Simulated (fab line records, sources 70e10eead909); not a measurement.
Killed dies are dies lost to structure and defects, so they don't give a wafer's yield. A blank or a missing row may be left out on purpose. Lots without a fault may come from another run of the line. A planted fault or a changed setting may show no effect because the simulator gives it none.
One fault seen from 2 desks | flow nand_harc | each desk has only its own numbers; what lay behind them comes last

THE DEFECT DESK
What the inspections along the route counted, lot by lot: means of the sampled wafers that have a number. A lot is out of limits, marked OUT, if its mean lies more than 4 standard deviations from the usual mean; the brackets give that distance.
Columns: A = raw_defect_count at NHARC_P_M2_INSPECT_27, usual 357; B = raw_defect_count at NHARC_A_ZERO_WELL_INSPECT_17, usual 9; C = raw_defect_count at NHARC_A_SOURCE_PLATE_INSPECT_08, usual 57
lot  | first seen here | A   | B                     | C
L284 | day 6 05:44     | 398 | 7                     | 44
L285 | day 6 06:45     | 411 | 10                    | 69
L287 | day 6 17:12     | 324 | 11                    | 48
L288 | day 7 06:11     | 210 | 11                    | 103
L293 | day 8 04:25     | 327 | 618 (+99 or more) OUT | 659 (+24) OUT
L294 | day 8 21:14     | 240 | 616 (+99 or more) OUT | 698 (+26) OUT
L297 | day 9 19:53     | 320 | 10                    | 44
L300 | day 10 06:34    | 306 | 8                     | 38
L302 | day 10 21:02    | 230 | 5                     | 59
L304 | day 11 11:16    | 553 | 15                    | 61
L305 | day 11 15:13    | 370 | 6                     | 34
L307 | day 12 15:08    | 368 | 7                     | 34
This desk's finding: out of limits on L293, L294; first on L293, day 8 11:44 (raw_defect_count at NHARC_A_ZERO_WELL_INSPECT_17). In limits: L284, L285, L287, L288, L297, L300, L302, L304, L305, L307.

THE METROLOGY DESK
What the gauges read, lot by lot, whatever tool the lot ran on: means of the sampled wafers that have a number. A lot is out of limits, marked OUT, if its mean lies more than 4 standard deviations from the usual mean; the brackets give that distance.
Columns: A = thk_nm at NHARC_A_SOURCE_PLATE_THK_MEAS_06, usual 200.3 nm
lot  | first seen here | A
L284 | day 7 09:22     | 200.0
L285 | day 7 09:22     | 198.4
L287 | day 8 00:53     | 201.8
L288 | day 8 12:33     | 202.0
L293 | day 9 07:52     | 199.4
L294 | day 10 00:43    | 196.9
L297 | day 10 22:55    | 200.0
L300 | day 11 08:59    | 201.4
L302 | day 12 01:48    | 202.1
L304 | day 12 17:25    | 197.3
L305 | day 12 17:25    | 201.0
L307 | day 13 20:39    | 199.3
This desk's finding: nothing out of limits on any of the 12 lots.

PUT TOGETHER
The defect desk could have raised an alarm at day 8 11:44, on L293, L294.
The metrology desk saw nothing out of limits.
The metrology desk has L293, L294 on record, within its limits.
Of the lots named, all ran NHARC_A_ZERO_WELL_STRIP_14 on wet_bench-09.

WHAT THE SIMULATOR HAD PUT IN
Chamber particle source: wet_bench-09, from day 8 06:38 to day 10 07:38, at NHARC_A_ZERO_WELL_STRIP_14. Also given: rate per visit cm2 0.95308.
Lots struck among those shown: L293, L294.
Hours from the fault's start to each desk's first reading out of limits: the defect desk, 5.
